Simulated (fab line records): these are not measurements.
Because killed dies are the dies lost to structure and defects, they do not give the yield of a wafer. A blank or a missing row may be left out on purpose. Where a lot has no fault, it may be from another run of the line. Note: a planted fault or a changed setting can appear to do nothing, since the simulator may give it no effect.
A struck lot beside a sound one / flow nand_harc / 41 steps out of a route of 1302
Sound: wafers L497.1, L497.3, L497.4. Struck: wafer L509.4. (L509.2, L509.6 of the same lot were not struck and are left out.) The cause comes at the end.
For every step that has rows: the tool of each side, followed by ch and its chambers, followed by its first start. Under that, the readings that differ: sound wafers / struck wafers / difference of the means / sigmas: that difference in standard deviations of wafers without a fault.
alike: words and numbers the same on both sides, and readings whose means are apart by under 2 such deviations; not compared: readings that were withheld, readings missing a value for some wafer, numbers with overlapping values and no deviation given by the record, and bounds like >300 which may hide the same value.
A row with sigmas, a row that says differs or no value, or rows on one side alone: a step with any of these is where the two part. Numbers that don't overlap but have no deviation are shown without sigmas and don't part them. Lack of a reading on every wafer of one side parts them only where that side has two or more wafers.

NHARC_P_M0_CD_MEAS_09: the cd target is 90 nm.
  sound on cd_sem-02 ch 0, day 7 14:27; struck on cd_sem-02 ch 0, day 12 21:43
  alike: cd_nm
NHARC_P_M0_OVL_MEAS_10: pitch 180 nm.
  sound on overlay-02 at day 7 14:32; struck on overlay-02 at day 12 21:48
  alike: overlay_x_nm, overlay_y_nm
NHARC_P_M0_INSPECT_11:
  sound on defect_inspect-02 at day 7 14:35; struck on defect_inspect-01 at day 12 21:50
  alike: raw_defect_count
then, 1 step without rows for these wafers: NHARC_P_M0_DESCUM_14 (chemistry O2, time 3 s).
NHARC_P_M0_ETCH_34: etches the open film in N2/H2, target depth 40 nm, overetch 12 nm, time 43.94 s.
  sound on rie_diel-03 ch 1,2,3, day 7 14:44; struck on rie_diel-02 ch 0, day 12 21:59
reading=rf_hours_counter_h (h); sound=13 13 11; struck=10; difference=-2; sigmas=
  alike: bias_w, drypump_motor_current_A, oes_product_au, rf_vpp_V, showerhead_plenum_p_Torr, throttle_valve_pct
then, 1 step without rows for these wafers: NHARC_P_M0_ETCH_15 (etches the open film in C4F8/Ar, target depth 150 nm, overetch 15 nm, time 82.5 s).
NHARC_P_M0_CD_MEAS_16:
  sound on cd_sem-01 at day 7 14:56; struck on cd_sem-02 at day 12 22:12
reading=cd_nm (nm); sound=91.0 91.5 89.9; struck=88.3; difference=-2.5; sigmas=-2
then, 5 steps without rows for these wafers: NHARC_P_M0_STRIP_18 (strips in N2/H2); NHARC_P_M0_STRIP_19 (strips in post etch residue remover, time 600 s); NHARC_P_M0_DEGAS_28 (time 60 s); NHARC_P_M0_PRE_CLEAN_29 (time 30 s); NHARC_P_M0_PVD_20 (deposits TaN, target thk 5 nm, time 8.06 s).
NHARC_P_M0_PVD_21: deposits Cu, target thk 30 nm, time 20.49 s.
  sound on pvd_sputter-02 at day 7 15:49; struck on pvd_sputter-03 at day 12 23:04
  alike: throttle_valve_pct
then, 2 steps without rows for these wafers: NHARC_P_M0_ECD_22 (material Cu, target thk 400 nm); NHARC_P_M0_ANNEAL_30 (time 90 s).
NHARC_P_M0_CMP_23: polishes, t overpolish 20 s, target thk 117.54 nm.
  sound on cmp-02 ch 0,2,3, day 7 16:42; struck on cmp-01 ch 1, day 12 23:58
  alike: motor_current_A, pad_life_wafers, time_to_endpoint_s
following that, these wafers have no rows for 1 step: NHARC_P_M0_SRD_25.
NHARC_P_M0_INSPECT_27:
  sound on defect_inspect-02 at day 7 17:08; struck on defect_inspect-02 at day 13 00:23
  alike: raw_defect_count
then, 1 step without rows for these wafers: NHARC_P_M0_PRE_CLEAN_31 (time 12 s).
NHARC_P_M0_DEP_32: deposits SiCN, target thk 30 nm.
  sound on pecvd-02 ch 1,2, day 7 17:17; struck on pecvd-01 ch 1, day 13 00:37
  alike: heater_power_outer_w, heater_power_w
then, 10 steps without rows for these wafers: NHARC_P_M1_DEP_00 (deposits SiOC, target thk 182.5 nm); NHARC_P_M1_DEHYDRATE_01 (time 120 s); NHARC_P_M1_HMDS_02 (time 30 s); NHARC_P_M1_COAT_34 (time 65 s); NHARC_P_M1_COAT_03 (resist thk 90 nm); NHARC_P_M1_SOFTBAKE_04 (time 55 s); NHARC_P_M1_EBR_05; NHARC_P_M1_EXPOSE_06 (exposes mask P M1, target cd 130 nm); NHARC_P_M1_PEB_07 (peb time 65 s); NHARC_P_M1_DEVELOP_08 (develop time 35 s).
NHARC_P_M1_CD_MEAS_09: the cd target is 130 nm.
  the record has rows for the sound wafers here (cd_sem-03 ch 0, day 7 18:25) and none for the struck ones
NHARC_P_M1_OVL_MEAS_10: pitch 260 nm.
  the record has rows for the sound wafers here (overlay-01, day 7 18:30) and none for the struck ones
NHARC_P_M1_INSPECT_11:
  the record has rows for the sound wafers here (defect_inspect-02, day 7 18:32) and none for the struck ones
NHARC_P_M1_DESCUM_14: chemistry O2, time 3 s.
  the record has rows for the sound wafers here (rie_diel-07 ch 0,1,2, day 7 18:36) and none for the struck ones
then, 2 steps without rows for these wafers: NHARC_P_M1_ETCH_35 (etches the open film in N2/H2, target depth 40 nm, overetch 12 nm, time 43.94 s); NHARC_P_M1_ETCH_15 (etches the open film in C4F8/Ar, target depth 182.5 nm, time 91.2 s).
NHARC_P_M1_CD_MEAS_16:
  the record has rows for the sound wafers here (cd_sem-01, day 7 18:55) and none for the struck ones
then, 1 step without rows for these wafers: NHARC_P_M1_STRIP_18 (strips in N2/H2).
NHARC_P_M1_ETCH_28: etches the open film in CF4/N2, target depth 30 nm, time 72.99 s.
  the record has rows for the sound wafers here (rie_diel-11 ch 0,1,3) and none for the struck ones
then, 1 step without rows for these wafers: NHARC_P_M1_STRIP_19 (strips in post etch residue remover, time 600 s).
-- jump in the record: it breaks off in module P_M1 and resumes in module END (first step shown: number 1302 of the route), and 19 days separate the struck wafers' starts before and after --
NHARC_END_SORT_01:
  sound on prober-01 ch 0, day 25 13:46; struck on prober-02 ch 0, day 31 21:58
reading=hold; sound=- - -; struck=await_dispo/2.8h/release; difference=no value on the sound wafers; sigmas=
reading=defect_limited_yield (%); sound=85 87 87; struck=3; difference=-83; sigmas=-20
reading=killed_at_periphery; sound=4 2 1; struck=604; difference=+602; sigmas=+99 or more
reading=killed_dies; sound=101 89 91; struck=660; difference=+566; sigmas=+20
  alike: killed_at_array, killed_at_other, killed_open, killed_short

== WHERE THEY PART ==
Earliest at NHARC_P_M0_CD_MEAS_16; latest, in this record, at NHARC_END_SORT_01.

WHY: what had been put in by the simulator
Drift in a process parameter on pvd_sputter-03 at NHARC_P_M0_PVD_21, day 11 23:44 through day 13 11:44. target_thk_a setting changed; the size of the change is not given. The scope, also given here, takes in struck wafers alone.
